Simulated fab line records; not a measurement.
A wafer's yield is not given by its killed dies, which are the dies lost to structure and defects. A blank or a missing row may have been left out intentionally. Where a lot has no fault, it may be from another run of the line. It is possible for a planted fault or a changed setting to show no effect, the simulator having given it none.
Which tool was responsible? -- flow n5Finfet -- 10 lots with 29 wafers sampled at 5 steps, on a route of 1938 steps

== WHAT EACH GAUGE READ, for each wafer ==
N5_BEOL_M4_RC_MEAS_101. Usual: DIBL_N 36.8 mV/V, standard deviation 2.2; DIBL_P 37.0 mV/V, standard deviation 2.8; IOFF_N 0.18 nA/um, standard deviation 0.043; IOFF_P 0.23 nA/um, standard deviation 0.05; ION_N 680 uA/um, standard deviation 14; ION_P 466 uA/um, standard deviation 9.1; SS_N 71.7 mV/dec, standard deviation 0.74; SS_P 73.5 mV/dec, standard deviation 0.79; VT_N 248 mV, standard deviation 4; VT_P -249 mV, standard deviation 4.1.
lot,measured,on,DIBL_N (mV/V),DIBL_P (mV/V),IOFF_N (nA/um),IOFF_P (nA/um),ION_N (uA/um),ION_P (uA/um),SS_N (mV/dec),SS_P (mV/dec),VT_N (mV),VT_P (mV),flag
L632,day 8 09:23,prober-01,34.7 33.8 37.8,35.3 35.0 38.8,0.13 0.13 0.20,0.19 0.19 0.25,665 687 689,459 467 467,71.2 71.0 71.7,73.2 73.7 74.1,251 249 246,-253 -251 -249,
L634,day 8 01:04,prober-01,39.6 35.4 37.8,41.3 36.2 39.6,0.29 0.17 0.23,0.36 0.22 0.32,715 691 696,484 470 480,72.7 71.5 72.1,74.8 73.3 74.0,238 247 243,-241 -246 -242,
L635,day 9 05:10,prober-01,35.7 36.3 37.7,36.9 38.2 40.2,0.18 0.17 0.23,0.19 0.19 0.24,677 667 700,453 456 467,71.6 71.6 72.0,73.4 73.1 73.6,243 253 244,-254 -253 -250,
L638,day 9 13:09,prober-02,38.0 39.4 34.8,36.7 38.2 32.6,0.21 0.22 0.13,0.23 0.24 0.16,690 699 684,468 469 462,71.7 72.1 71.1,73.6 74.7 72.6,246 249 253,-250 -248 -253,
L645,day 11 07:29,prober-02,36.1 35.9 37.0,36.5 35.4 37.1,0.15 0.16 0.17,0.20 0.20 0.23,674 684 683,462 460 463,71.9 71.3 71.3,73.4 73.3 73.4,251 248 248,-251 -251 -248,
L646,day 11 14:02,prober-02,39.4 34.7 35.5,41.1 32.9 35.6,0.25 0.14 0.15,0.29 0.15 0.20,703 672 670,478 454 461,72.8 71.4 71.3,74.9 72.9 72.9,243 250 250,-244 -255 -252,
L647,day 11 13:43,prober-01,34.1 35.7 35.5,33.3 34.9 34.5,0.12 0.14 0.14,0.20 0.23 0.22,659 666 657,459 467 460,71.4 71.9 71.1,73.2 73.1 72.6,254 251 252,-249 -247 -249,
L649,day 11 20:49,prober-02,38.1 40.9 38.4,35.3 38.5 35.4,0.18 0.22 0.16,0.24 0.30 0.23,688 693 669,475 478 459,72.0 72.2 71.9,73.1 74.1 73.5,249 243 252,-246 -244 -248,
L652,day 13 05:25,prober-02,38.8 37.5 37.8,40.2 39.5 38.9,0.22 0.20 0.18,0.29 0.29 0.25,696 696 679,472 480 466,72.0 72.4 72.2,74.7 74.3 74.3,247 245 249,-244 -244 -245,
L655,day 13 11:31,prober-02,36.7 37.7,37.9 40.2,0.20 0.22,0.26 0.31,686 701,474 487,72.2 72.3,73.6 74.8,243 242,-244 -241,

== EACH LOT AND THE TOOL THAT RAN IT (in order: tool; ch and the chambers of the sampled wafers; start) ==
lot,N5_MOL_CONTACT_COAG_TI_SIL_19,N5_MOL_CONTACT_COAG_ANNEAL_113,N5_MOL_CONTACT_COAG_COAT_78,N5_MOL_CONTACT_COAG_ALD_131
L632,"pvdSputter-02, day 4 19:51","rtpAnneal-02 ch 0, day 5 00:28","lithoTrack-01 ch 0, day 5 06:26","aldSin-04 ch 1,2, day 5 07:14"
L634,"pvdSputter-02, day 5 06:25","rtpAnneal-02 ch 0, day 5 09:57","lithoTrack-02 ch 0, day 5 14:43","aldSin-03 ch 0,1,3, day 5 15:22"
L635,"pvdSputter-03, day 5 10:45","rtpAnneal-02 ch 0, day 5 14:26","lithoTrack-01 ch 0, day 5 19:29","aldSin-03 ch 0,1, day 5 20:05"
L638,"pvdSputter-01, day 6 09:38","rtpAnneal-02 ch 0, day 6 12:12","lithoTrack-04 ch 0, day 6 18:21","aldSin-04 ch 0,1,3, day 6 18:55"
L645,"pvdSputter-02, day 7 22:25","rtpAnneal-02 ch 0, day 8 01:36","lithoTrack-01 ch 0, day 8 06:40","aldSin-03 ch 0,2, day 8 08:14"
L646,"pvdSputter-03, day 8 05:15","rtpAnneal-02 ch 0, day 8 07:04","lithoTrack-01 ch 0, day 8 13:28","aldSin-04 ch 1,2, day 8 14:07"
L647,"pvdSputter-03, day 8 11:04","rtpAnneal-02 ch 0, day 8 13:19","lithoTrack-01 ch 0, day 8 20:04","aldSin-02 ch 1,2,3, day 8 21:22"
L649,"pvdSputter-03, day 8 22:54","rtpAnneal-02 ch 0, day 9 02:15","lithoTrack-02 ch 0, day 9 07:12","aldSin-03 ch 1,2,3, day 9 07:51"
L652,"pvdSputter-02, day 9 17:40","rtpAnneal-02 ch 0, day 9 21:17","lithoTrack-02 ch 0, day 10 03:54","aldSin-04 ch 1,2,3, day 10 05:11"
L655,"pvdSputter-02, day 10 18:10","rtpAnneal-02 ch 0, day 10 20:50","lithoTrack-04 ch 0, day 11 02:04","aldSin-04 ch 2,3, day 11 02:48"
- N5_MOL_CONTACT_COAG_TI_SIL_19: material Ti, target thk 4.2 nm, time 15 s.
- N5_MOL_CONTACT_COAG_ANNEAL_113: time 300 s.
- N5_MOL_CONTACT_COAG_COAT_78: resist thk 40 nm.
- N5_MOL_CONTACT_COAG_ALD_131: deposits SiO2, target thk 5 nm, pulse time 1 s, co reactant pulse time 1 s.

== AS READ BY THE TOOLS THEMSELVES (means over the sampled wafers that have a number; for cases with no such wafer, the mark the record gives instead) ==
N5_MOL_CONTACT_COAG_TI_SIL_19. Usual: throttleValvePct at 30.5 %, with a standard deviation of 1.4.
lot,tool,throttleValvePct (%),flag
L632,pvdSputter-02,32.5,
L634,pvdSputter-02,31.4,
L635,pvdSputter-03,30.1,
L638,pvdSputter-01,28.9,
L645,pvdSputter-02,31.5,
L646,pvdSputter-03,29.8,
L647,pvdSputter-03,31.1,
L649,pvdSputter-03,30.0,
L652,pvdSputter-02,32.2,
L655,pvdSputter-02,31.3,

N5_MOL_CONTACT_COAG_ANNEAL_113. Usual: lampPowerPct 2.74 %, standard deviation 0.082; lamp_zone_3_pct 2.74 %, standard deviation 0.082; lamp_zone_4_pct 2.74 %, standard deviation 0.082; lamp_zone_5_pct 2.74 %, standard deviation 0.082; wafer_temp_C_max 401.8, standard deviation 0.63.
lot,tool,lampPowerPct (%),lamp_zone_3_pct (%),lamp_zone_4_pct (%),lamp_zone_5_pct (%),wafer_temp_C_max,flag
L632,rtpAnneal-02,2.68,2.68,2.68,2.68,401.5,
L634,rtpAnneal-02,2.68,2.68,2.68,2.68,401.1,
L635,rtpAnneal-02,2.68,2.68,2.68,2.68,401.9,
L638,rtpAnneal-02,2.68,2.68,2.68,2.68,401.4,
L645,rtpAnneal-02,2.68,2.68,2.68,2.68,401.7,
L646,rtpAnneal-02,2.68,2.68,2.68,2.68,401.4,
L647,rtpAnneal-02,2.68,2.68,2.68,2.68,401.6,
L649,rtpAnneal-02,2.68,2.68,2.68,2.68,401.6,
L652,rtpAnneal-02,2.68,2.68,2.68,2.68,401.2,
L655,rtpAnneal-02,2.68,2.68,2.68,2.68,401.4,

N5_MOL_CONTACT_COAG_COAT_78. Usual: spinSpeedRpm at 1500.0 rpm, with a standard deviation of 1.1.
lot,tool,spinSpeedRpm (rpm),flag
L632,lithoTrack-01,1499.8,
L634,lithoTrack-02,1500.1,
L635,lithoTrack-01,1500.6,
L638,lithoTrack-04,1500.2,
L645,lithoTrack-01,1500.4,
L646,lithoTrack-01,1402.0,OFF
L647,lithoTrack-01,1401.7,OFF
L649,lithoTrack-02,1500.6,
L652,lithoTrack-02,1499.4,
L655,lithoTrack-04,1500.0,

N5_MOL_CONTACT_COAG_ALD_131. Usual: heaterPowerW 73 W, standard deviation 8.8; precursorPulseHeightRel 1.002, standard deviation 0.021.
lot,tool,heaterPowerW (W),precursorPulseHeightRel,flag
L632,aldSin-04,72,0.992,
L634,aldSin-03,71,1.005,
L635,aldSin-03,70,0.990,
L638,aldSin-04,67,0.994,
L645,aldSin-03,73,1.026,
L646,aldSin-04,74,1.002,
L647,aldSin-02,85,0.999,
L649,aldSin-03,73,1.008,
L652,aldSin-04,70,1.009,
L655,aldSin-04,71,1.006,

== THE ANSWER, worked out from the rows above alone ==
Rule: lot off if the mean of its wafers having a number is beyond 3 standard deviations from the usual mean. Also off: a lot with no number at a reading for which 4 or more lots have one. Any other lot the step has rows for is counted as sound. First the gauges in route order, then the tools' own readings, where a lot's mean is used as printed above. The first step at which some lot is off is used, and at that step the reading that is off furthest; a lot without a number counts as furthest.
Off: L646, L647, at N5_MOL_CONTACT_COAG_COAT_78 (spinSpeedRpm).
If a tool, at that step or one of the process steps before it, ran each lot that is off and ran no sound lot following the first of them, it fits. One fits: N5_MOL_CONTACT_COAG_COAT_78 on lithoTrack-01. Its last sound lot is L645 (day 8 06:40), its first lot that is off L646 (day 8 13:28): a fault that began between those two fits.
On the lots that are off, the tool's own readings at N5_MOL_CONTACT_COAG_COAT_78 differ by more than 5 times the standard deviation of the sound lots' means, which bears it out; spinSpeedRpm reads 1401.8 rpm there versus 1500.1 rpm on the sound lots.

== WHAT THE SIMULATOR HAD PUT IN ==
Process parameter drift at N5_MOL_CONTACT_COAG_COAT_78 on lithoTrack-01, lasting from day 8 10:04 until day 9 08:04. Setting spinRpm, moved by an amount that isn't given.
Struck lots among those shown: L647, L646. The same result came from the rule above.
